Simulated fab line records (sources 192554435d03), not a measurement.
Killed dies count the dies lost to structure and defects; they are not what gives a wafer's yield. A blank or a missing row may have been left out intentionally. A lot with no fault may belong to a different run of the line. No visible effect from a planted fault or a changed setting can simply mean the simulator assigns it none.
Chamber matching || flow n5-finfet || N5_BEOL_M10_ILD_DEP_00 on pecvd-01: 3 sister chambers
The step deposits SiCOH lowk from DEMS/porogen, target thk 308.51 nm, time 58 s. 14 wafers are shown with their chamber, then 7 later ones without.

WAFERS PAIRED WITH THEIR CHAMBERS
{"wafer": "L077.3", "chamber": 2, "throttle-valve-pct (%)": 12.7, "heater-power-w (W)": 313, "showerhead-plenum-p-Torr (Torr)": 5.737}
{"wafer": "L077.4", "chamber": 1, "throttle-valve-pct (%)": 13.7, "heater-power-w (W)": 263, "showerhead-plenum-p-Torr (Torr)": 5.729}
{"wafer": "L077.6", "chamber": 0, "throttle-valve-pct (%)": 13.7, "heater-power-w (W)": 328, "showerhead-plenum-p-Torr (Torr)": 5.753}
{"wafer": "L080.1", "chamber": 2, "throttle-valve-pct (%)": 12.7, "heater-power-w (W)": 341, "showerhead-plenum-p-Torr (Torr)": 5.746}
{"wafer": "L080.3", "chamber": 1, "throttle-valve-pct (%)": 13.3, "heater-power-w (W)": 229, "showerhead-plenum-p-Torr (Torr)": 5.702}
{"wafer": "L080.6", "chamber": 0, "throttle-valve-pct (%)": 14.0, "heater-power-w (W)": 346, "showerhead-plenum-p-Torr (Torr)": 5.753}
{"wafer": "L083.1", "chamber": 2, "throttle-valve-pct (%)": 12.7, "heater-power-w (W)": 353, "showerhead-plenum-p-Torr (Torr)": 5.737}
{"wafer": "L083.4", "chamber": 2, "throttle-valve-pct (%)": 12.5, "heater-power-w (W)": 357, "showerhead-plenum-p-Torr (Torr)": 5.759}
{"wafer": "L083.5", "chamber": 0, "throttle-valve-pct (%)": 13.9, "heater-power-w (W)": 326, "showerhead-plenum-p-Torr (Torr)": 5.771}
{"wafer": "L084.3", "chamber": 0, "throttle-valve-pct (%)": 13.6, "heater-power-w (W)": 333, "showerhead-plenum-p-Torr (Torr)": 5.742}
{"wafer": "L084.5", "chamber": 0, "throttle-valve-pct (%)": 13.9, "heater-power-w (W)": 341, "showerhead-plenum-p-Torr (Torr)": 5.753}
{"wafer": "L084.6", "chamber": 1, "throttle-valve-pct (%)": 13.6, "heater-power-w (W)": 250, "showerhead-plenum-p-Torr (Torr)": 5.718}
{"wafer": "L090.1", "chamber": 1, "throttle-valve-pct (%)": 13.3, "heater-power-w (W)": 225, "showerhead-plenum-p-Torr (Torr)": 5.719}
{"wafer": "L090.2", "chamber": 2, "throttle-valve-pct (%)": 12.6, "heater-power-w (W)": 305, "showerhead-plenum-p-Torr (Torr)": 5.756}

SIGNATURES (averages over the wafers above)
{"reading": "throttle-valve-pct", "chamber 0": 13.820, "chamber 1": 13.475, "chamber 2": 12.640, "scatter within a chamber": 0.156}
{"reading": "heater-power-w", "chamber 0": 334.80, "chamber 1": 241.75, "chamber 2": 333.80, "scatter within a chamber": 17.8}
{"reading": "showerhead-plenum-p-Torr", "chamber 0": 5.75440, "chamber 1": 5.71700, "chamber 2": 5.74700, "scatter within a chamber": 0.0106}
Rule: a wafer's distance from a chamber is the root of the sum, over the readings, of the square of ((its reading less the chamber's mean) divided by the reading's scatter). The wafer belongs to the nearest chamber; if the next one is less than 2 further off, it can't be placed. How the scatter is found: for the shown wafers, subtract from each reading the mean of its chamber, square and add these, divide the total by (wafers less chambers), then take the root.

WAFERS WITHOUT THEIR CHAMBER
{"wafer": "L090.3", "throttle-valve-pct (%)": 14.1, "heater-power-w (W)": 328, "showerhead-plenum-p-Torr (Torr)": 5.763}
{"wafer": "L090.4", "throttle-valve-pct (%)": 12.7, "heater-power-w (W)": 310, "showerhead-plenum-p-Torr (Torr)": 5.755}
{"wafer": "L090.5", "throttle-valve-pct (%)": 14.0, "heater-power-w (W)": 337, "showerhead-plenum-p-Torr (Torr)": 5.769}
{"wafer": "L090.6", "throttle-valve-pct (%)": 13.7, "heater-power-w (W)": 243, "showerhead-plenum-p-Torr (Torr)": 5.727}
{"wafer": "L093.2", "throttle-valve-pct (%)": 14.1, "heater-power-w (W)": 316, "showerhead-plenum-p-Torr (Torr)": 5.762}
{"wafer": "L093.5", "throttle-valve-pct (%)": 12.7, "heater-power-w (W)": 320, "showerhead-plenum-p-Torr (Torr)": 5.750}
{"wafer": "L093.6", "throttle-valve-pct (%)": 13.4, "heater-power-w (W)": 258, "showerhead-plenum-p-Torr (Torr)": 5.704}

EACH ONE'S CHAMBER
{"wafer": "L090.3", "from the rows above": 0, "in truth": 0}
{"wafer": "L090.4", "from the rows above": 2, "in truth": 2}
{"wafer": "L090.5", "from the rows above": 0, "in truth": 0}
{"wafer": "L090.6", "from the rows above": 1, "in truth": 1}
{"wafer": "L093.2", "from the rows above": 0, "in truth": 0}
{"wafer": "L093.5", "from the rows above": 2, "in truth": 2}
{"wafer": "L093.6", "from the rows above": 1, "in truth": 1}
Correctly placed: 7 of 7. From these rows, 0 cannot be placed. Number placed wrongly: 0.
